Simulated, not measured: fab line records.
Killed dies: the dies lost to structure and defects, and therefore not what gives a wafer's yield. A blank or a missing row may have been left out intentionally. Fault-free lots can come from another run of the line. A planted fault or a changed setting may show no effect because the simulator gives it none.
Matching of chambers ; flow n5 finfet ; 4 sister chambers for N5_BEOL_M9_ETCH_61 on rie diel-01
The step etches SiARC in CF4, target depth 39 nm, time 65 s. 14 wafers are shown with their chamber, then 7 later ones without.

WAFERS PAIRED WITH THEIR CHAMBERS
wafer;chamber;drypump motor current A (A);throttle valve pct (%);showerhead plenum p Torr (Torr)
L076.2;3;6.4;15.46;2.09
L076.3;1;5.2;15.92;2.10
L076.4;2;6.1;15.20;2.10
L079.1;2;6.1;15.22;2.09
L079.3;0;4.7;15.43;2.17
L079.6;0;4.7;15.44;2.17
L080.3;1;5.2;15.93;2.10
L080.4;3;6.4;15.47;2.09
L080.5;1;5.2;15.96;2.10
L090.2;0;4.8;15.47;2.16
L090.3;1;5.2;15.97;2.09
L090.5;2;6.1;15.27;2.09
L093.3;2;6.1;15.27;2.09
L093.4;0;4.7;15.49;2.16

SIGNATURES, as means of the wafers listed above
reading;chamber 0;chamber 1;chamber 2;chamber 3;scatter within a chamber
drypump motor current A;4.725;5.200;6.100;6.400;0.0274
throttle valve pct;15.4575;15.9450;15.2400;15.4650;0.028
showerhead plenum p Torr;2.1650;2.0975;2.0925;2.0900;0.005
Rule: distance of a wafer from a chamber = root of the sum over the readings of ((wafer's reading minus chamber's mean) / reading's scatter) squared. If the next closest chamber is less than 2 further off than the closest, the wafer can't be placed; otherwise it belongs to the closest. The scatter: the root of (the sum of the squares of (reading less its chamber's mean) over the shown wafers, divided by (wafers less chambers)).

WAFERS WITHOUT THEIR CHAMBER
wafer;drypump motor current A (A);throttle valve pct (%);showerhead plenum p Torr (Torr)
L093.6;5.2;15.98;2.09
L092.1;6.4;15.51;2.08
L092.2;4.8;15.49;2.16
L092.3;6.1;15.26;2.09
L096.2;4.7;15.50;2.16
L096.4;5.2;15.49;2.09
L096.6;4.7;15.51;2.16

THE CHAMBER EACH PASSED THROUGH
wafer;from the rows above;in truth
L093.6;1;1
L092.1;3;3
L092.2;0;0
L092.3;2;2
L096.2;0;0
L096.4;1;1
L096.6;0;0
7 of 7 placed correctly. Left unplaced by these rows: 0. Number placed wrongly: 0.
